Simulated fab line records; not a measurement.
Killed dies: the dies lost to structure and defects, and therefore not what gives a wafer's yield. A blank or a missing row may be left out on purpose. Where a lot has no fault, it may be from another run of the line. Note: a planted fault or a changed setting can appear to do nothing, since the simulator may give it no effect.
A lot that was struck, set against a sound lot -- flow n5-finfet -- 41 out of 1938 route steps
Sound: these wafers, L768.1, L768.4, L768.6. Struck: wafer L763.1 (left out: L763.2, L763.5 of the same lot, which were not struck); the cause appears at the end.
For every step that has rows: the tool of each side, followed by ch and its chambers, followed by its first start. Under that, the readings that differ: sound wafers -- struck wafers -- difference of the means -- sigmas: that difference in standard deviations of wafers without a fault.
alike: words and numbers the same on both sides, and readings whose means are apart by under 2 such deviations; not compared: readings that were withheld, readings missing a value for some wafer, numbers with overlapping values and no deviation given by the record, and bounds like >300 which may hide the same value.
The two part at a step that has a row with sigmas, a row that says differs or no value, or rows on one side only. Numbers that don't overlap but have no deviation are shown without sigmas and don't part them. A reading missing from all wafers of one side parts the sides only when that side holds two or more wafers.

first, 9 steps without rows for these wafers: N5_BEOL_M0_SAQP_COAT_82 (time 60 s, resist thk 30 nm); N5_BEOL_M0_SAQP_COAT_08 (resist thk 90 nm); N5_BEOL_M0_SAQP_EBR_10; N5_BEOL_M0_SAQP_SOFTBAKE_09 (time 60 s); N5_BEOL_M0_SAQP_EXPOSE_11 (exposes mask M0 CORE, target cd 42 nm); N5_BEOL_M0_SAQP_PEB_12 (peb time 60 s); N5_BEOL_M0_SAQP_DEVELOP_13 (develop time 30 s); N5_BEOL_M0_SAQP_DESCUM_19 (chemistry O2, time 7.9 s); N5_BEOL_M0_SAQP_ETCH_83 (etches SiARC in CF4, target depth 39 nm, time 65 s).
N5_BEOL_M0_SAQP_ETCH_84: etches SOC in N2/H2, target depth 100 nm, overetch 20 nm, time 150 s.
  sound on rie-diel-02 ch 0,1,2, day 9 08:35; struck on rie-diel-01 ch 0, day 8 00:40
  alike: drypump-motor-current-A, oes-product-au, rf-vpp-V, showerhead-plenum-p-Torr, throttle-valve-pct
  not compared: rf-hours-counter-h
then, 27 steps without rows for these wafers: N5_BEOL_M0_SAQP_STRIP_80 (strips in N2/H2); N5_BEOL_M0_SAQP_HM_OPEN_112 (chemistry CHF3/O2, target SiO2, stops on a-Si, target depth 12 nm, time 13.5 s); N5_BEOL_M0_SAQP_STRIP_113 (strips in CHF3/O2); N5_BEOL_M0_SAQP_MANDREL_ETCH_20 (etches a-Si in HBr/Cl2, stops on SiNx, target depth 60 nm, bt time 10 s, time 30 s); N5_BEOL_M0_SAQP_STRIP_86 (strips in N2/H2); N5_BEOL_M0_SAQP_STRIP_115 (strips in post etch residue remover, time 60 s); N5_BEOL_M0_SAQP_SRD_93 (time 30 s); N5_BEOL_M0_SAQP_RECESS_114 (chemistry HF/NH3, target SiO2, target depth 14.4 nm, afs cycles 3, sublimation time 60 s); N5_BEOL_M0_SAQP_SPACER1_ALD_98 (deposits SiO2, target thk 12.8 nm, pulse time 1 s, purge time 2 s); N5_BEOL_M0_SAQP_SPACER1_ETCHBACK_99 (etches SiO2 in CHF3/O2, target depth 15.4 nm, time 7.7 s); N5_BEOL_M0_SAQP_MANDREL1_REMOVE_100 (chemistry HBr/Cl2/O2, target a-Si, stops on SiNx, bt time 10 s); N5_BEOL_M0_SAQP_ETCH_101 (etches SiNx in CH3F/O2, target depth 29.9 nm, time 42.7 s); N5_BEOL_M0_SAQP_ETCH_102 (etches SiO2 in CF4, target depth 4 nm, time 4.4 s); N5_BEOL_M0_SAQP_MANDREL_ETCH_103 (etches a-Si in HBr/Cl2, stops on SiCN, target depth 45 nm, bt time 10 s, time 27 s); N5_BEOL_M0_SAQP_RECESS_104 (chemistry HF/NH3, target SiO2, target depth 18 nm, afs cycles 3, sublimation time 60 s); N5_BEOL_M0_SAQP_COAT_105 (time 60 s, resist thk 100 nm); N5_BEOL_M0_SAQP_ETCH_106 (etches SOC in N2/H2, stops on SiNx, target depth 150 nm); N5_BEOL_M0_SAQP_ETCH_107 (etches SiNx in CH3F/O2, target depth 30 nm); N5_BEOL_M0_SAQP_STRIP_108 (strips in N2/H2); N5_BEOL_M0_SAQP_RECESS_109 (chemistry HF/NH3, target SiO2, target depth 3 nm, afs cycles 1, sublimation time 60 s); N5_BEOL_M0_SAQP_SPACER2_ALD_26 (deposits SiO2, target thk 15 nm, pulse time 1 s, purge time 2 s); N5_BEOL_M0_SAQP_SPACER2_ETCHBACK_27 (etches SiO2 in CHF3/O2, target depth 22.5 nm, time 11.25 s); N5_BEOL_M0_SAQP_MANDREL2_REMOVE_110 (chemistry HBr/Cl2/O2, target a-Si, stops on SiCN, bt time 10 s); N5_BEOL_M0_SAQP_COAT_69 (time 60 s, resist thk 90 nm); N5_BEOL_M0_SAQP_COAT_72 (time 60 s, resist thk 15 nm); N5_BEOL_M0_SAQP_COAT_87 (time 60 s, resist thk 5 nm); N5_BEOL_M0_SAQP_COAT_34 (resist thk 30 nm).
N5_BEOL_M0_SAQP_INSPECT_42: inspects for defects (brightfield).
  sound: defect-inspect-01 at day 9 13:08; struck: defect-inspect-01 at day 8 04:20
reading,sound,struck,difference,sigmas
raw-defect-count,252 270 169,1285,+1055,+10
N5_BEOL_M0_CUTY_INSPECT_59: inspects for defects (macro).
  sound: defect-inspect-02 at day 9 14:46; struck: defect-inspect-02 at day 8 05:37
reading,sound,struck,difference,sigmas
raw-defect-count,0 2 5,>300,differs,
-- a jump in the record: the struck wafers' starts before and after are 4 days apart (it breaks off in module BEOL_M0_CUTY and resumes in module BEOL_M4, where the first step shown is number 1111 of the route) --
N5_BEOL_M4_RC_MEAS_101:
  sound on prober-02 ch 0, day 13 11:27; struck on prober-02 ch 0, day 12 00:25
  alike: DIBL_N, DIBL_P, IOFF_N, IOFF_P, ION_N, ION_P, SS_N, SS_P, VT_N, VT_P
-- the record jumps here: 5 days lie between the struck wafers' starts before and after (it left off in module BEOL_M4 and takes up again in module PASSIVATION, whose first step shown is number 1936 of the route) --
N5_PASSIVATION_PROBE_49:
  sound: prober-01 at day 18 01:52; struck: prober-02 at day 16 12:32
reading,sound,struck,difference,sigmas
defect-limited-yield (%),92.5 91.3 93.6,79.7,-12.8,-9
killed_at_M0_to_M3,28 25 27,175,+148,+16
killed-dies,89 103 76,239,+150,+9
killed-on-rim,13 20 9,21,+7,+2
sort_bin_5_function (%),4.2 4.9 3.2,12.4,+8.3,+9
sort-n-pass,1091 1077 1104,941,-150,-9
sort-yield-pct (%),92.5 91.3 93.6,79.7,-12.8,-9
  alike: killed_at_M4_up, killed-at-contacts, killed-at-front-end, killed-at-other, killed-open, killed-short, sort_bin_4_leakage, sort_bin_6_memory

## WHERE THEY PART
At N5_BEOL_M0_SAQP_INSPECT_42 first; at N5_PASSIVATION_PROBE_49 last (within this record only).

WHY: what had been put in by the simulator
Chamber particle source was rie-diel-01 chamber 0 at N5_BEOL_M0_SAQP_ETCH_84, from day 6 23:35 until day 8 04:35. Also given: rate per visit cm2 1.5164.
